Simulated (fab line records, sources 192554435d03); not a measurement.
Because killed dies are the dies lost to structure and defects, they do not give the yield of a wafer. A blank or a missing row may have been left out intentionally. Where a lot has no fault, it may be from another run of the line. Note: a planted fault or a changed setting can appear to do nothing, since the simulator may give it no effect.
Chamber matching -- flow n5 finfet -- N5_DUMMY_GATE_ETCH_42 on rie diel-01 has 4 sister chambers
The step etches SiO2 in CHF3/O2, target depth 3.5 nm, time 31 s. 4 wafers are shown with their chamber, then 8 later ones without.

== WAFERS, EACH WITH ITS CHAMBER ==
wafer,chamber,throttle valve pct (%)
L075.3,2,19.10
L078.6,0,19.02
L085.5,1,18.57
L086.1,3,18.76

== WAFERS WITH NO CHAMBER GIVEN ==
wafer,throttle valve pct (%)
L086.2,19.12
L086.3,18.56
L091.2,18.62
L091.3,18.76
L091.6,18.61
L092.2,18.78
L092.3,18.62
L092.4,18.78

== WHICH CHAMBER EACH WENT THROUGH ==
wafer,from the rows above,in truth
L086.2,2,2
L086.3,1,1
L091.2,1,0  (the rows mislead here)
L091.3,3,3
L091.6,1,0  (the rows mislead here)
L092.2,3,3
L092.3,1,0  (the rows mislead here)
L092.4,3,3
Placed correctly: 5 of 8. Number that these rows cannot place: 0. Wrongly placed: 3.
How it was worked out, from the rows above alone: a wafer's distance from a chamber is the root of the sum, over the readings, of the square of ((its reading less the chamber's mean) divided by the reading's scatter). If the next closest chamber is less than 2 further off than the closest, the wafer can't be placed; otherwise it belongs to the closest. Each chamber's mean is taken over the wafers shown for it. The scatter (one wafer shown for each chamber): square how far every hidden wafer sits from the nearest shown wafer, average those squares and take the square root.
